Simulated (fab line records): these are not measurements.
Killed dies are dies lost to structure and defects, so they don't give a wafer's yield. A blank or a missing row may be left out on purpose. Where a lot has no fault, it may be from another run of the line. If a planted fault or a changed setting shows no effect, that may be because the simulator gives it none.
Split-lot study	flow n5_finfet	route with 1938 steps; 7 lots, 21 wafers read

== SPLIT DETAILS ==
At N5_BEOL_M3_COAT_62 (time 60 s, resist thk 12 nm), the setting spin_rpm was moved away from the recipe's 1500 rpm on 8 of the 21 wafers read, by -10.4% to +4.1%. The other wafers ran this setting at the recipe's value.

== FROM THE SPLIT TO THE READING: what the file shows between them, 5 steps ==
- N5_BEOL_M3_COAT_05: resist thk 30 nm (also split here: spin_rpm)
- N5_BEOL_M3_EBR_07
- N5_BEOL_M3_SOFTBAKE_06: time 60 s
- N5_BEOL_M3_DESCUM_16: chemistry O2, time 7 s
- N5_BEOL_M3_ETCH_74: etches underlayer in N2/H2, target depth 6.5 nm, time 5.2 s

== THE READING ==
etch.depth_nm (the simulator's own value, which no gauge read), in nm, at N5_BEOL_M3_ETCH_63 (etches SiARC in CF4, target depth 15.6 nm, time 26 s). No usual value for it is given in the file. Here, 13 wafers ran the recipe; their average is 12.04 nm with a standard deviation of 0.026 nm.

wafer	tool, chamber at the split	spin_rpm as run, rpm	against the recipe	etch.depth_nm, nm	against lot-mates on the recipe
L074.1	litho_track-02, 0	1500	recipe	11.99	-
L074.3	litho_track-02, 0	1352	-9.9%	12.62	+0.63
L074.5	litho_track-02, 0	1352	-9.9%	12.68	+0.69
L077.3	litho_track-04, 0	1435	-4.3%	12.33	+0.27
L077.4	litho_track-04, 0	1435	-4.3%	12.31	+0.25
L077.5	litho_track-04, 0	1500	recipe	12.06	-
L081.3	litho_track-04, 0	1500	recipe	12.07	-
L081.5	litho_track-04, 0	1500	recipe	12.04	-
L081.6	litho_track-04, 0	1500	recipe	12.05	-
L085.3	litho_track-04, 0	1500	recipe	12.06	-
L085.4	litho_track-04, 0	1500	recipe	12.07	-
L085.5	litho_track-04, 0	1500	recipe	12	-
L089.1	litho_track-02, 0	1426	-4.9%	12.33	+0.27
L089.3	litho_track-02, 0	1500	recipe	12.06	-
L089.5	litho_track-02, 0	1426	-4.9%	12.36	+0.30
L093.2	litho_track-02, 0	1561	+4.1%	11.8	-0.24
L093.5	litho_track-02, 0	1500	recipe	12.05	-
L093.6	litho_track-02, 0	1500	recipe	12.03	-
L096.1	litho_track-04, 0	1500	recipe	12.01	-
L096.2	litho_track-04, 0	1500	recipe	12.02	-
L096.5	litho_track-04, 0	1344	-10.4%	12.66	+0.64

FIT RESULTS
A straight line over all 21 wafers: etch.depth_nm changes by -0.0612 nm for each +1% of spin_rpm; r = -0.99; the points scatter about the line by 0.025 nm.
The same after taking each lot's own level away (the mean of its wafers on the recipe; 21 wafers): -0.0637 nm for each +1%; r = -1.00; scatter 0.024 nm.
The reading moves by 0.66 nm for the largest change in spin_rpm, on that fit.
The span of the lots' own levels, 11.990 to 12.060 nm, comes to 2.7 times the standard deviation stated above.
Hence the lot-to-lot level has little effect on the slope; both slopes agree.
Check: for one of the wafers moved furthest among these (-10.4%), held out of the fit, the line's prediction against its lot-mates is +0.667 nm. It came out at +0.645 nm against them.

== THESE WAFERS: OTHER SPLITS ==
Before the reading, these wafers also passed through other splits. Each is held against what the fit with the lots' levels taken away leaves over:
other split on the same wafers	wafers away from the commonest value	r with etch.depth_nm (lot level and that fit taken away)
N5_BEOL_M2_ILD_DEP_00 time_s	4	+0.41
N5_BEOL_M2_EXPOSE_08 dose_mj	8	-0.19
N5_BEOL_M3_COAT_05 spin_rpm	5	+0.12

== THE WHOLE CHAIN: every reading that the file lists as answering this split, in the file's order ==
step	what it does	reading	change (the file's fit)	r (the file's)
N5_BEOL_M3_COAT_62	time 60 s, resist thk 12 nm	SiARC_of_BEOL_M3_COAT_62.thk_nm (the simulator's own value, which no gauge read)	-0.0629 nm for each +1% of the setting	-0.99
N5_BEOL_M3_ETCH_63	etches SiARC in CF4, target depth 15.6 nm, time 26 s	etch.depth_nm (the simulator's own value, which no gauge read)	-0.0633 nm for each +1% of the setting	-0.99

== THE FILE'S OWN FIT ==
etch.depth_nm changes by -0.0633 nm for each +1% of spin_rpm, r = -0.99.
